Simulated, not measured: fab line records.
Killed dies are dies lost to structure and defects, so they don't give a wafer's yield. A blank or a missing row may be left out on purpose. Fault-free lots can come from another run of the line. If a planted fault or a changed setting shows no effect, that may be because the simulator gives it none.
fab line records	flow nandHarc
record: lots: 6	wafers: 18	lastDay: 33
route steps=1302 shown A_SLIT@931 END@1302
lots with no fault: from the same line, run without faults
startH: start of the lot's first displayed wafer, in hours after the record's first day	waitH: hours since the lot's step before	" repeats the value in the row above	L1.1+2: several wafers, shown together as one row	- no value, or no start was given	* or withheld: withheld	< > ~ a bound
route shown NAME@n: NAME is a module with steps in the file, n the number in the route of the first one	usual: mean/standard deviation taken from wafers without a fault	same: alike in all rows	chamber/n: place in a boat	sites: per-site readings	_std_site: the standard deviation of these	_edge_site: mean of outer sites minus mean of inner sites	radiusMm: how far each site lies from the wafer's centre	mask NAME#n: copy n	behind: the most recent tool/chamber to have shaped the wafer	hold: why the lot was held/for how many hours/how that ended	device: names the non-switching transistor (n, p or np)	end of line: the route-end tests of the same wafers	a step given without rows: its recipe and nothing more	killed: dies that structure and defects cost at the first sort, which is not the same as the wafer's yield	map: a wafer's dies, x killed, . not, _ none there
set.NAME: the setting the step ran with; set.NAME@STEP: the setting that earlier step ran with	model.NAME: the simulator's own value behind a step, which no gauge read
lots at some steps of the route; a table a step, a row a wafer
services: a tool's chamber out of use, with start hour (startH, from the record's first day; less than 0 if before it), hours out, and reason
== steps ==
step: NHARC_A_SLIT_PEB_07
recipe: pebTempC: 100	pebTimeS: 65
step: NHARC_A_SLIT_DEVELOP_08
recipe: developTimeS: 35	devTempC: 23
step: NHARC_A_SLIT_CD_MEAS_09
recipe: targetCdNm: 300	landingEnergyEv: 500
usual: cdNm: 300.4/0.72
lot.wafer	tool	chamber	startH	waitH	cdNm
L666.1	cdSem-02	0	519.29	-	301.1
L666.3	"	0	"	"	301.8
L666.5	"	0	"	"	299.8
L668.4	cdSem-03	0	548.74	-	301.1
L668.5	"	0	"	"	301.7
L668.6	"	0	"	"	300.7
L676.2	cdSem-03	0	621.21	-	300.7
L676.4	"	0	"	"	300.3
L676.6	"	0	"	"	300.8
L677.1	cdSem-01	0	629.56	-	300.8
L677.2	"	0	"	"	300.9
L677.4	"	0	"	"	299.7
L679.2	cdSem-01	0	668.28	-	301.6
L679.3	"	0	"	"	301.7
L679.6	"	0	"	"	301.0
L680.1	cdSem-01	0	669.39	-	301.3
L680.2	"	0	"	"	300.0
L680.3	"	0	"	"	300.9
step: NHARC_A_SLIT_OVL_MEAS_10
usual: overlayXNm: -0.4/0.89	overlayYNm: -0.1/0.56
lot.wafer	tool	chamber	startH	waitH	overlayXNm	overlayYNm
L666.1	overlay-02	-	519.38	-	0.2	0.2
L666.3	"	-	"	"	0.9	0.1
L666.5	"	-	"	"	0.6	0.6
L668.4	overlay-02	-	548.82	-	-0.7	-0.2
L668.5	"	-	"	"	0.6	-0.2
L668.6	"	-	"	"	-0.7	-0.9
L676.2	overlay-02	-	621.29	-	0.1	-0.4
L676.4	"	-	"	"	-0.7	0.2
L676.6	"	-	"	"	0.0	0.0
L677.1	overlay-01	-	629.65	-	-0.2	-0.7
L677.2	"	-	"	"	-0.4	-0.4
L677.4	"	-	"	"	-0.1	-0.6
L679.2	overlay-01	-	668.36	-	-0.7	0.2
L679.3	"	-	"	"	-0.5	-0.4
L679.6	"	-	"	"	-0.4	-0.1
L680.1	overlay-02	-	669.47	-	0.0	0.4
L680.2	"	-	"	"	0.2	0.2
L680.3	"	-	"	"	0.4	0.3
step: NHARC_A_SLIT_INSPECT_11
usual: rawDefectCount: 58/29
lot.wafer	tool	chamber	startH	waitH	rawDefectCount
L666.1	defectInspect-02	-	519.42	0.0	29
L666.3	"	-	"	"	32
L666.5	"	-	"	"	31
L668.4	defectInspect-01	-	548.85	0.0	43
L668.5	"	-	"	"	37
L668.6	"	-	"	"	33
L676.2	defectInspect-02	-	621.33	0.0	59
L676.4	"	-	"	"	67
L676.6	"	-	"	"	58
L677.1	defectInspect-01	-	629.69	0.0	55
L677.2	"	-	"	"	63
L677.4	"	-	"	"	79
L679.2	defectInspect-02	-	668.40	0.0	20
L679.3	"	-	"	"	25
L679.6	"	-	"	"	23
L680.1	defectInspect-01	-	669.51	0.0	71
L680.2	"	-	"	"	59
L680.3	"	-	"	"	86
step: NHARC_A_SLIT_DESCUM_14
recipe: timeS: 3	o2FlowSccm: 200	arFlowSccm: 0	biasPowerW: 0	chemistry: O2
usual: drypumpMotorCurrentA: 5.6/0.46	oesProductAu: 0.996/0.014	rfVppV: 57.7/0.88	showerheadPlenumPTorr: 1.90/0.065	throttleValvePct: 11.312/0.0095
lot.wafer	tool	chamber	startH	waitH	drypumpMotorCurrentA	oesProductAu	rfHoursCounterH	rfVppV	showerheadPlenumPTorr	throttleValvePct
L666.3	rieDiel-12	2	519.48	0.1	5.6	0.991	3.5	58.2	1.89	11.303
L666.1	"	1	"	"	5.8	0.990	3.4	57.8	1.86	11.312
L666.5	"	3	"	"	5.1	0.992	-	58.4	1.97	11.323
L668.4	rieDiel-10	1	548.94	0.1	5.6	0.987	7.5	58.2	1.80	11.305
L668.6	"	2	"	"	5.2	0.981	-	58.0	1.88	11.295
L668.5	"	3	"	"	6.3	0.999	-	57.7	1.95	11.321
L676.2	rieDiel-10	0	621.39	0.1	5.9	0.993	2.4	58.2	1.94	11.314
L676.4	"	1	"	"	5.7	1.006	2.9	57.8	1.80	11.296
L676.6	"	0	"	"	5.8	1.009	-	58.6	1.94	11.306
L677.1	rieDiel-04	3	629.75	0.1	5.9	1.027	5.6	57.7	1.96	11.308
L677.4	"	0	"	"	5.7	1.011	4.8	57.9	1.89	11.325
L677.2	"	1	"	"	6.2	0.989	4.1	58.8	1.99	11.311
L679.2	rieDiel-04	1	668.46	0.1	6.1	0.993	6.3	59.6	1.99	11.307
L679.3	"	2	"	"	4.7	0.988	8.2	56.6	1.80	11.311
L679.6	"	2	"	"	4.7	0.990	-	56.3	1.80	11.314
L680.3	rieDiel-12	2	669.57	0.1	5.6	0.985	1.0	56.8	1.89	11.317
L680.2	"	3	"	"	5.0	0.981	1.2	59.2	1.97	11.317
L680.1	"	1	"	"	5.8	1.013	0.9	59.3	1.85	11.305
step: NHARC_A_SLIT_ETCH_24
recipe: targetDepthA: 1210	timeS: 60.5	cf4FlowSccm: 100	chf3FlowSccm: 30	arFlowSccm: 0	rfW: 500	biasW: 200	chemistry: CF4/CHF3
usual: cf4FlowSccm: 100.0/0.3	chf3FlowSccm: 30.01/0.086	drypumpMotorCurrentA: 5.7/0.47	oesProductAu: 0.964/0.017	rfVppV: 370.3/1.8	showerheadPlenumPTorr: 1.57/0.05	throttleValvePct: 16.802/0.0096
lot.wafer	tool	chamber	startH	waitH	cf4FlowSccm	chf3FlowSccm	drypumpMotorCurrentA	oesProductAu	rfHoursCounterH	rfVppV	showerheadPlenumPTorr	throttleValvePct
L666.3	rieDiel-12	3	519.58	0.1	100.3	30.02	5.1	0.943	3.2	371.2	1.62	16.824
L666.1	"	0	"	"	100.0	29.99	5.9	0.990	3.9	371.0	1.53	16.792
L666.5	"	2	"	"	99.7	30.04	5.5	0.944	-	369.9	1.55	16.789
L668.4	rieDiel-10	0	549.01	0.1	99.6	30.05	5.8	0.986	8.3	371.0	1.60	16.829
L668.5	"	2	"	"	99.5	30.01	5.3	0.938	-	368.5	1.55	16.801
L668.6	"	3	"	"	100.4	30.04	6.3	0.967	-	371.9	1.60	16.794
L676.2	rieDiel-10	1	621.49	0.1	100.3	29.94	5.6	0.938	2.9	366.8	1.48	16.803
L676.4	"	2	"	"	100.1	30.02	5.2	0.972	2.4	370.5	1.55	16.800
L676.6	"	0	"	"	99.8	30.10	5.8	0.946	-	370.7	1.60	16.815
L677.2	rieDiel-04	3	629.83	0.1	99.8	29.97	5.9	0.984	5.6	370.3	1.61	16.787
L677.1	"	0	"	"	99.7	30.01	5.7	0.962	4.8	370.9	1.56	16.816
L677.4	"	2	"	"	99.6	29.95	4.7	0.969	4.8	367.4	1.48	16.804
L679.2	rieDiel-04	0	668.56	0.1	99.8	30.03	5.7	0.945	7.3	370.4	1.56	16.805
L679.3	"	1	"	"	100.0	30.04	6.2	0.932	6.3	371.1	1.64	16.802
L679.6	"	3	"	"	100.2	29.92	5.9	0.976	-	371.6	1.61	16.809
L680.2	rieDiel-12	3	669.66	0.1	99.8	30.01	5.1	0.953	1.2	369.9	1.62	16.806
L680.3	"	1	"	"	99.6	30.08	5.8	0.990	0.9	367.9	1.53	16.790
L680.1	"	2	"	"	99.8	30.06	5.6	0.945	1.0	370.1	1.55	16.821
step: NHARC_A_SLIT_ETCH_15
recipe: targetDepthA: 62000	overEtchFrac: 0.3	timeS: 1612	ionEnergyEv: 150	o2FlowSccm: 400	cosFlowSccm: 20	arFlowSccm: 0	rfW: 500	biasW: 300	chemistry: O2/COS
usual: drypumpMotorCurrentA: 5.7/0.45	oesProductAu: 0.999/0.014	rfVppV: 313.8/1.6	showerheadPlenumPTorr: 3.10/0.099	throttleValvePct: 28.331/0.0091
same: overEtchFrac: 0.3
lot.wafer	tool	chamber	startH	waitH	drypumpMotorCurrentA	oesProductAu	rfHoursCounterH	rfVppV	showerheadPlenumPTorr	throttleValvePct
L666.1	rieDiel-12	0	-	-	6.0	1.005	4.1	314.4	3.04	28.320
L666.3	"	2	"	"	5.6	0.984	3.8	314.5	3.08	28.334
L666.5	"	0	"	"	6.0	1.006	-	312.7	3.04	28.341
L668.4	rieDiel-10	1	-	-	5.7	0.997	7.7	312.3	2.94	28.333
L668.5	"	1	"	"	5.7	1.003	-	311.1	2.94	28.336
L668.6	"	2	"	"	5.2	0.975	-	313.4	3.08	28.334
L676.2	rieDiel-10	0	-	-	5.9	1.005	2.7	314.9	3.17	28.328
L676.4	"	2	"	"	5.2	0.990	2.7	312.7	3.08	28.339
L676.6	"	3	"	"	6.4	1.007	-	314.7	3.18	28.327
L677.4	rieDiel-04	2	-	-	4.7	0.998	5.1	312.7	2.94	28.323
L677.2	"	3	"	"	5.9	1.028	5.8	314.7	3.19	28.346
L677.1	"	1	"	"	6.1	0.996	4.3	316.6	3.25	28.328
L679.3	rieDiel-04	2	-	-	4.7	1.003	8.4	312.0	2.94	28.312
L679.2	"	3	"	"	5.9	1.025	9.4	314.3	3.19	28.332
L679.6	"	0	"	"	5.7	1.015	-	313.4	3.09	28.326
L680.3	rieDiel-12	2	-	-	5.6	0.982	1.2	313.1	3.08	28.341
L680.1	"	3	"	"	5.1	0.978	1.5	315.2	3.21	28.318
L680.2	"	1	"	"	5.8	1.007	1.1	312.3	3.03	28.327
step: NHARC_A_SLIT_ETCH_17
recipe: biasV: 900	sourceW: withheld	pressureMtorr: 20	arFlowSccm: 375	c4f8FlowSccm: 83.3	o2FlowSccm: 41.7	timeS: 4254.5	targetDepthA: 2.03e+05	chemistry: C4F8/O2/Ar
step: NHARC_A_SLIT_ETCH_26
recipe: biasV: 400	sourceW: 2000	pressureMtorr: 25	timeS: 90	arFlowSccm: 375	c4f8FlowSccm: 41.7	o2FlowSccm: 83.3	targetDepthA: 4000	chemistry: C4F8/O2/Ar
usual: drypumpMotorCurrentA: 6.01/0.28	showerheadPlenumPTorr: 3.73/0.12	throttleValvePct: 27.619/0.01
lot.wafer	tool	chamber	startH	waitH	drypumpMotorCurrentA	rfHoursCounterH	showerheadPlenumPTorr	throttleValvePct
L666.1	harEtch-02	0	525.91	2.5	5.58	76	3.70	27.607
L666.3	"	0	"	"	5.55	-	3.70	27.630
L666.5	"	1	"	"	6.18	-	3.94	27.631
L668.4	harEtch-02	0	553.83	1.9	5.52	-	3.69	27.610
L668.6	"	0	"	"	5.56	-	3.69	27.607
L668.5	"	1	"	"	6.17	-	3.93	27.608
L676.2	harEtch-02	0	626.31	3.0	5.58	133	3.67	27.637
L676.4	"	1	"	"	6.17	-	3.90	27.626
L676.6	"	0	"	"	5.55	-	3.67	27.632
L677.2	harEtch-01	1	636.65	3.1	6.20	352	3.63	27.609
L677.1	"	0	"	"	6.17	352	3.63	27.638
L677.4	"	1	"	"	6.22	-	3.63	27.616
L679.2	harEtch-02	0	673.35	2.4	5.54	160	3.65	27.619
L679.3	"	0	"	"	5.53	-	3.65	27.627
L679.6	"	1	"	"	6.17	-	3.89	27.638
L680.1	harEtch-01	0	674.46	3.0	6.16	371	3.62	27.629
L680.2	"	1	"	"	6.21	371	3.62	27.616
L680.3	"	1	"	"	6.19	-	3.61	27.612
step: NHARC_A_SLIT_STRIP_28
recipe: o2FlowSccm: 400	cosFlowSccm: 20	arFlowSccm: 0	biasW: 0	chemistry: O2/COS
step: NHARC_A_SLIT_ETCH_29
recipe: targetDepthA: 1000	overetchA: 100	timeS: 55	ionEnergyEv: 100	cf4FlowSccm: 80	o2FlowSccm: 20	arFlowSccm: 0	rfW: 300	biasW: 100	chemistry: CF4/O2
usual: cf4FlowSccm: 80.02/0.23	drypumpMotorCurrentA: 5.6/0.44	oesProductAu: 1.000/0.014	rfVppV: 197.5/1.2	showerheadPlenumPTorr: 1.32/0.045	throttleValvePct: 13.397/0.0088
lot.wafer	tool	chamber	startH	waitH	cf4FlowSccm	drypumpMotorCurrentA	oesProductAu	rfHoursCounterH	rfVppV	showerheadPlenumPTorr	throttleValvePct
L666.3	rieDiel-12	0	526.78	0.1	80.13	5.9	1.024	5.3	197.5	1.30	13.403
L666.1	"	2	"	"	79.94	5.6	0.996	4.6	197.4	1.32	13.396
L666.5	"	3	"	"	80.35	5.0	1.005	-	198.8	1.38	13.391
L668.4	rieDiel-10	3	554.67	0.1	80.41	6.4	1.006	7.9	198.6	1.36	13.397
L668.5	"	0	"	"	80.19	5.8	1.005	-	199.4	1.36	13.410
L668.6	"	1	"	"	80.19	5.7	0.992	-	195.4	1.26	13.381
L676.4	rieDiel-10	1	627.20	0.1	79.72	5.7	1.000	3.4	194.7	1.26	13.394
L676.2	"	2	"	"	79.55	5.2	1.010	3.0	196.8	1.31	13.392
L676.6	"	0	"	"	80.26	5.8	0.999	-	198.6	1.35	13.380
L677.2	rieDiel-10	2	637.54	0.1	80.24	5.3	1.007	3.2	198.5	1.31	13.389
L677.4	"	3	"	"	79.77	6.4	1.014	3.3	198.3	1.36	13.389
L677.1	"	0	"	"	80.16	5.8	1.011	3.7	197.4	1.35	13.402
L679.2	rieDiel-12	1	674.21	0.1	80.02	5.8	1.013	1.4	197.6	1.29	13.394
L679.3	"	3	"	"	79.76	5.1	0.978	2.2	198.4	1.37	13.376
L679.6	"	1	"	"	80.13	5.8	1.009	-	196.9	1.29	13.398
L680.3	rieDiel-12	2	675.34	0.1	80.05	5.6	0.993	2.0	197.6	1.32	13.390
L680.2	"	0	"	"	80.20	6.0	0.992	1.7	197.9	1.30	13.404
L680.1	"	1	"	"	80.54	5.8	1.000	1.5	196.8	1.29	13.404
step: NHARC_A_SLIT_STRIP_18
recipe: o2FlowSccm: 500	arFlowSccm: 0	biasW: 0	chemistry: O2
usual: biasW: 0/0	chamberPressureMTorr: 60.00/0.055	drypumpMotorCurrentA: 5.7/0.43	oesProductAu: 0.999/0.013	rfVppV: 57.8/0.79	showerheadPlenumPTorr: 3.50/0.11	throttleValvePct: 17.038/0.009
lot.wafer	tool	chamber	startH	waitH	biasW	chamberPressureMTorr	drypumpMotorCurrentA	oesProductAu	rfHoursCounterH	rfVppV	showerheadPlenumPTorr	throttleValvePct
L666.3	rieDiel-12	0	526.91	-	0	59.91	5.9	1.018	5.3	58.1	3.44	17.049
L666.1	"	1	"	"	0	59.98	5.8	0.996	4.6	56.3	3.43	17.028
L666.5	"	3	"	"	0	60.03	5.1	0.989	-	60.4	3.63	17.016
L668.4	rieDiel-10	1	554.76	-	0	60.00	5.7	1.001	8.6	57.9	3.33	17.041
L668.6	"	0	"	"	0	60.04	5.8	1.000	-	57.6	3.58	17.031
L668.5	"	1	"	"	0	59.96	5.7	1.008	-	57.4	3.33	17.042
L676.2	rieDiel-10	0	627.28	-	-	-	-	-	-	-	-	-
L676.4	"	3	"	"	-	-	-	-	-	-	-	-
L676.6	"	1	"	"	-	-	-	-	-	-	-	-
L677.1	rieDiel-10	2	637.62	-	-	-	-	-	-	-	-	-
L677.2	"	3	"	"	-	-	-	-	-	-	-	-
L677.4	"	0	"	"	-	-	-	-	-	-	-	-
L679.2	rieDiel-12	1	674.32	-	0	60.03	5.8	1.001	1.5	58.0	3.42	17.026
L679.3	"	2	"	"	0	60.00	5.6	0.987	2.0	58.1	3.48	17.030
L679.6	"	1	"	"	0	59.98	5.8	1.009	-	56.9	3.42	17.046
L680.3	rieDiel-12	0	675.43	-	0	60.07	6.0	0.999	1.8	57.0	3.43	17.043
L680.1	"	2	"	"	0	59.91	5.6	0.988	2.1	58.2	3.48	17.043
L680.2	"	3	"	"	0	60.11	5.1	0.992	2.3	57.8	3.63	17.040
step: NHARC_A_SLIT_PRECLEAN_19
recipe: timeS: *	tempC: 50	bathAgeMin: 0	chemistry: SC1
step: NHARC_END_SORT_01
recipe: tempC: 25
usual: killedAtArray: 55/17	killedAtOther: 0.9/1.2	killedAtPeriphery: 3.7/2.5	killedDies: 59/18	killedOpen: 3.4/1.9	killedShort: 2.6/1.6
same: grossDies: 677
lot.wafer	tool	chamber	startH	waitH	killedAtArray	killedAtOther	killedAtPeriphery	killedDies	killedOpen	killedShort
L676.2	prober-02	0	732.29	2.8	674	0	3	677	0	4
L676.4	prober-02	0	733.90	3.4	672	0	5	677	2	3
L676.6	prober-02	0	735.51	4.0	675	0	2	677	4	2
L677.1	prober-02	0	743.96	2.5	675	0	2	677	7	2
L677.2	prober-02	0	744.76	2.8	674	1	2	677	5	1
L677.4	prober-02	0	746.37	3.4	676	1	0	677	3	2
killed by level:class
L676.2 A_SLIT:areaStrip=635 A_CHANNEL_HOLE_D1:chamberFilmFlake=30 A_CHANNEL_HOLE_D1:geometricParticle:short=2 A_SLIT:chamberFilmFlake=2 A_CHANNEL_FILL_D1:chamberFilmFlake=2 P_CONTACT:geometricParticle:short=1 A_WL_FILL:geometricParticle:short=1 P_GATE:chamberFilmFlake=1
L676.4 A_SLIT:areaStrip=624 A_CHANNEL_HOLE_D1:chamberFilmFlake=31 A_SLIT:chamberFilmFlake=4 A_CHANNEL_FILL_D2:geometricParticle:short=2 P_M1:chamberFilmFlake=2 A_CONTACT:chamberFilmFlake=2 A_CHANNEL_HOLE_D2:chamberFilmFlake=2 A_BLC:chamberFilmFlake=2
L676.6 A_SLIT:areaStrip=625 A_CHANNEL_HOLE_D1:chamberFilmFlake=29 A_SLIT:chamberFilmFlake=5 A_CONTACT:chamberFilmFlake=3 A_CHANNEL_HOLE_D2:chamberFilmFlake=2 A_BLC:chamberFilmFlake=2 P_M2:geometricParticle:open=1 A_CHANNEL_FILL_D2:geometricParticle:open=1
L677.1 A_SLIT:areaStrip=597 A_CHANNEL_HOLE_D1:chamberFilmFlake=30 A_SLIT:chamberFilmFlake=24 A_STAIRCASE:chamberFilmFlake=5 A_WL_FILL:chamberFilmFlake=4 A_CONTACT:chamberFilmFlake=4 A_CHANNEL_FILL_D1:geometricParticle:open=2 A_DECK1_JOINT:chamberFilmFlake=2
L677.2 A_SLIT:areaStrip=597 A_CHANNEL_HOLE_D1:chamberFilmFlake=34 A_SLIT:chamberFilmFlake=17 A_STAIRCASE:chamberFilmFlake=10 A_CONTACT:chamberFilmFlake=10 A_WL_FILL:chamberFilmFlake=2 P_M0:geometricParticle:open=1 P_M1:geometricParticle:short=1
L677.4 A_SLIT:areaStrip=592 A_CHANNEL_HOLE_D1:chamberFilmFlake=38 A_SLIT:chamberFilmFlake=20 A_STAIRCASE:chamberFilmFlake=12 A_CONTACT:chamberFilmFlake=4 A_DECK1_JOINT:chamberFilmFlake=2 A_DECK1_JOINT:geometricParticle:short=1 A_ONON_D2:geometricParticle:open=1
map L676.2 (x killed, . not)
____________x____________
_________xxxxxxx_________
_______xxxxxxxxxxx_______
______xxxxxxxxxxxxx______
_____xxxxxxxxxxxxxxx_____
____xxxxxxxxxxxxxxxxx____
____xxxxxxxxxxxxxxxxx____
___xxxxxxxxxxxxxxxxxxx___
___xxxxxxxxxxxxxxxxxxx___
__xxxxxxxxxxxxxxxxxxxxx__
__xxxxxxxxxxxxxxxxxxxxx__
_xxxxxxxxxxxxxxxxxxxxxxx_
_xxxxxxxxxxxxxxxxxxxxxxx_
_xxxxxxxxxxxxxxxxxxxxxxx_
_xxxxxxxxxxxxxxxxxxxxxxx_
_xxxxxxxxxxxxxxxxxxxxxxx_
xxxxxxxxxxxxxxxxxxxxxxxxx
xxxxxxxxxxxxxxxxxxxxxxxxx
xxxxxxxxxxxxxxxxxxxxxxxxx
xxxxxxxxxxxxxxxxxxxxxxxxx
xxxxxxxxxxxxxxxxxxxxxxxxx
_xxxxxxxxxxxxxxxxxxxxxxx_
_xxxxxxxxxxxxxxxxxxxxxxx_
_xxxxxxxxxxxxxxxxxxxxxxx_
_xxxxxxxxxxxxxxxxxxxxxxx_
_xxxxxxxxxxxxxxxxxxxxxxx_
__xxxxxxxxxxxxxxxxxxxxx__
__xxxxxxxxxxxxxxxxxxxxx__
___xxxxxxxxxxxxxxxxxxx___
___xxxxxxxxxxxxxxxxxxx___
____xxxxxxxxxxxxxxxxx____
____xxxxxxxxxxxxxxxxx____
_____xxxxxxxxxxxxxxx_____
______xxxxxxxxxxxxx______
_______xxxxxxxxxxx_______
_________xxxxxxx_________
____________x____________
map L677.1 (x killed, . not)
____________x____________
_________xxxxxxx_________
_______xxxxxxxxxxx_______
______xxxxxxxxxxxxx______
_____xxxxxxxxxxxxxxx_____
____xxxxxxxxxxxxxxxxx____
____xxxxxxxxxxxxxxxxx____
___xxxxxxxxxxxxxxxxxxx___
___xxxxxxxxxxxxxxxxxxx___
__xxxxxxxxxxxxxxxxxxxxx__
__xxxxxxxxxxxxxxxxxxxxx__
_xxxxxxxxxxxxxxxxxxxxxxx_
_xxxxxxxxxxxxxxxxxxxxxxx_
_xxxxxxxxxxxxxxxxxxxxxxx_
_xxxxxxxxxxxxxxxxxxxxxxx_
_xxxxxxxxxxxxxxxxxxxxxxx_
xxxxxxxxxxxxxxxxxxxxxxxxx
xxxxxxxxxxxxxxxxxxxxxxxxx
xxxxxxxxxxxxxxxxxxxxxxxxx
xxxxxxxxxxxxxxxxxxxxxxxxx
xxxxxxxxxxxxxxxxxxxxxxxxx
_xxxxxxxxxxxxxxxxxxxxxxx_
_xxxxxxxxxxxxxxxxxxxxxxx_
_xxxxxxxxxxxxxxxxxxxxxxx_
_xxxxxxxxxxxxxxxxxxxxxxx_
_xxxxxxxxxxxxxxxxxxxxxxx_
__xxxxxxxxxxxxxxxxxxxxx__
__xxxxxxxxxxxxxxxxxxxxx__
___xxxxxxxxxxxxxxxxxxx___
___xxxxxxxxxxxxxxxxxxx___
____xxxxxxxxxxxxxxxxx____
____xxxxxxxxxxxxxxxxx____
_____xxxxxxxxxxxxxxx_____
______xxxxxxxxxxxxx______
_______xxxxxxxxxxx_______
_________xxxxxxx_________
____________x____________
== services ==
tool	chamber	startH	hours	kind
rieDiel-10	0	502.00	-	clean
rieDiel-10	1	502.00	-	clean
rieDiel-10	2	502.00	-	clean
rieDiel-10	3	502.00	-	clean
rieDiel-12	0	503.40	-	clean
rieDiel-12	1	503.40	-	clean
rieDiel-12	2	503.40	-	clean
rieDiel-12	3	503.40	-	clean
rieDiel-12	1	505.49	7.7	repair
rieDiel-10	0	526.50	-	clean
rieDiel-10	1	526.50	-	clean
rieDiel-10	2	526.50	-	clean
rieDiel-10	3	526.50	-	clean
rieDiel-12	0	527.90	-	clean
rieDiel-12	1	527.90	-	clean
rieDiel-12	2	527.90	-	clean
rieDiel-12	3	527.90	-	clean
rieDiel-04	-	531.97	9.0	pm
rieDiel-10	0	570.28	1.5	repair
rieDiel-10	2	592.47	8.4	repair
rieDiel-10	-	596.50	9.0	pm
rieDiel-10	-	620.45	0.6	repair
rieDiel-12	-	622.40	9.0	pm
harEtch-02	-	634.78	1.7	repair
== key ==
firstSign: step: NHARC_A_SLIT_STRIP_18	reading: toolRecord	direction: missing
effect: step: NHARC_END_SORT_01	reading: killedAtArray	direction: up	sigmas: 36	usual: 55	struck: 674
moreKillsBornAt: NHARC_A_SLIT_STRIP_18@rieDiel-10: 3670
metAt NHARC_A_SLIT_STRIP_18
struckWafers L676.2,L676.4,L676.6,L677.1,L677.2,L677.4
laterRowsLeftOut L676.2,L676.4,L676.6,L677.1,L677.2,L677.4
testerLeftOut L676,L677
onsetBetween 554.76 627.28
fault: kind: skippedStepWhole	tool: rieDiel-10	chamber: -	onsetH: 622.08	steps: NHARC_A_SLIT_STRIP_18	scope: struckLotsOnly
testerLeftOut: of these lots the tester's yield and bins aren't shown, on N5 and GAA mostly nor the transistor test; their killed dies are dies lost to structure and defects alone, not to doping, threshold or leakage, so they don't give the yield
laterRowsLeftOut: the simulator's readings of these wafers behind a module that went badly wrong aren't trusted and aren't shown, but for the sort
